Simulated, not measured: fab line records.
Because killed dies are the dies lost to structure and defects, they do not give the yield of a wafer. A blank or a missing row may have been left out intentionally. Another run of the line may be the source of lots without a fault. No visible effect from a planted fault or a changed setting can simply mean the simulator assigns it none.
Chamber matching / flow n5-finfet / N5_WELL_APT_DESCUM_13 on rie-diel-01 has 4 sister chambers
The step chemistry O2, time 7.9 s. 4 wafers are shown with their chamber, then 7 later ones without.

== WAFERS, EACH WITH ITS CHAMBER ==
wafer=L077.2; chamber=2; showerhead-plenum-p-Torr (Torr)=2.05
wafer=L080.6; chamber=1; showerhead-plenum-p-Torr (Torr)=2.13
wafer=L092.1; chamber=0; showerhead-plenum-p-Torr (Torr)=2.21
wafer=L092.2; chamber=3; showerhead-plenum-p-Torr (Torr)=2.10

== WAFERS MISSING THEIR CHAMBER ==
wafer=L092.5; showerhead-plenum-p-Torr (Torr)=2.21
wafer=L095.1; showerhead-plenum-p-Torr (Torr)=2.04
wafer=L095.2; showerhead-plenum-p-Torr (Torr)=2.12
wafer=L095.4; showerhead-plenum-p-Torr (Torr)=2.10
wafer=L097.4; showerhead-plenum-p-Torr (Torr)=2.12
wafer=L097.5; showerhead-plenum-p-Torr (Torr)=2.03
wafer=L097.6; showerhead-plenum-p-Torr (Torr)=2.10

== WHICH CHAMBER EACH ONE RAN IN ==
wafer=L092.5; from the rows above=0; in truth=0
wafer=L095.1; from the rows above=2; in truth=2
wafer=L095.2; from the rows above=can't be placed: 1 or 3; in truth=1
wafer=L095.4; from the rows above=3; in truth=3
wafer=L097.4; from the rows above=can't be placed: 1 or 3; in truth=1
wafer=L097.5; from the rows above=2; in truth=2
wafer=L097.6; from the rows above=3; in truth=3
Placed correctly: 5 of 7. Can't be placed from these rows: 2 (the true chamber is among the candidates in 2). Number placed wrongly: 0.
How it was worked out, from the rows above alone: a wafer's distance from a chamber is the root of the sum, over the readings, of the square of ((its reading less the chamber's mean) divided by the reading's scatter). If the next closest chamber is less than 2 further off than the closest, the wafer can't be placed; otherwise it belongs to the closest. A chamber's mean is the mean of its shown wafers. The scatter: root of mean squared gap, hidden wafer to nearest shown wafer, with one shown wafer a chamber.
